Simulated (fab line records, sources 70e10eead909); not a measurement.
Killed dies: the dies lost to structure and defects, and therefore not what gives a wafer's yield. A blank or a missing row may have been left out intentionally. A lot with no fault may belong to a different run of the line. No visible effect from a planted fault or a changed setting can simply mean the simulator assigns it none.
A lot that was struck, set against a sound lot    flow nandHarc    12 out of 1302 route steps
Sound: wafers L740.1, L740.2, L740.6. The struck wafers were L753.1, L753.4, L753.5. The cause is named last.
For every step that has rows: the tool of each side, followed by ch and its chambers, followed by its first start. Under that, the readings that differ: sound wafers    struck wafers    difference of the means    sigmas: that difference in standard deviations of wafers without a fault.
alike: same words and numbers on both sides, and readings whose means sit less than 2 such deviations apart. not compared: any withheld reading, any reading some wafer has no value for, any bound like >300 that may hide the same value, and any number with overlapping values for which the record gives no deviation.
The two part at a step that has a row with sigmas, a row that says differs or no value, or rows on one side only. When numbers do not overlap yet have no deviation, they are printed without sigmas and do not part them. A reading missing from all wafers of one side parts the sides only when that side holds two or more wafers.

first, 1 step without rows for these wafers: NHARC_A_SLIT_SRD_20.
NHARC_A_SLIT_CD_MEAS_21:
  sound: cdSem-02 at day 20 09:51; struck: cdSem-02 at day 25 21:16
  alike: cdNm
then, 3 steps without rows for these wafers: NHARC_A_SIN_REMOVE_WET_00 (chemistry H3PO4, time 15300 s); NHARC_A_SIN_REMOVE_PRECLEAN_01 (cleans in SC1); NHARC_A_SIN_REMOVE_SRD_02.
NHARC_A_SIN_REMOVE_INSPECT_04:
  sound: defectInspect-01 at day 20 16:28; struck: defectInspect-02 at day 26 02:59
  alike: rawDefectCount
NHARC_A_WL_FILL_ALD_00: deposits Al2O3, target thk 3 nm, pulse time 3 s, ald cycles 30.
  sound on aldHk-02 ch 0,1,2, day 20 16:34; struck on aldHk-02 ch 1,2,3, day 26 03:05
  alike: heaterPowerW, precursorPulseHeightRel
NHARC_A_WL_FILL_RTA_01: time 5 s.
  sound on rtpAnneal-02 ch 0, day 20 16:47; struck on rtpAnneal-01 ch 0, day 26 03:18
reading           sound           struck          difference  sigmas
lampPowerPct (%)  29.9 29.9 29.9  34.7 34.7 34.7  +4.8        +2
  alike: lamp_zone_4_pct, wafer_temp_C_max
NHARC_A_WL_FILL_ALD_02: deposits TiN, target thk 2 nm, pulse time 3 s, ald cycles 100.
  sound on aldMetal-02 ch 0,1, day 20 17:03; struck on aldMetal-04 ch 0,3, day 26 03:31
  alike: heaterPowerW, precursorPulseHeightRel
NHARC_A_WL_FILL_CVD_03: deposits W, target thk 40 nm, time 279 s.
  sound on cvdW-02 ch 0,1, day 20 17:27; struck on cvdW-02 ch 0,1, day 26 04:04
  alike: heaterPowerW, mfcH2Sccm, throttleValvePct
NHARC_A_WL_FILL_ETCHBACK_04: etches the open film in NF3, target depth 60 nm, time 120 s.
  sound on rieMetal-01 ch 0,1, day 20 17:49; struck on rieMetal-01 ch 0, day 26 04:23
reading              sound              struck             difference  sigmas
oesProductAu (a.u.)  1.002 1.016 1.005  0.723 0.735 0.733  -0.277      -42
  alike: drypumpMotorCurrentA
  not compared: rfHoursCounterH
NHARC_A_WL_FILL_ETCHBACK_05: etches the open film in Cl2/BCl3, target depth 22 nm, time 60 s.
  sound on rieMetal-01 ch 0,1, day 20 18:04; struck on rieMetal-01 ch 0, day 26 04:38
  alike: drypumpMotorCurrentA, oesProductAu
  not compared: rfHoursCounterH

== WHERE THEY PART ==
Last at NHARC_A_WL_FILL_ETCHBACK_04 as far as this record goes, first at NHARC_A_WL_FILL_RTA_01. Later steps at which nothing parts them and some readings are alike: NHARC_A_WL_FILL_ETCHBACK_05.

WHY: the cause the simulator had injected
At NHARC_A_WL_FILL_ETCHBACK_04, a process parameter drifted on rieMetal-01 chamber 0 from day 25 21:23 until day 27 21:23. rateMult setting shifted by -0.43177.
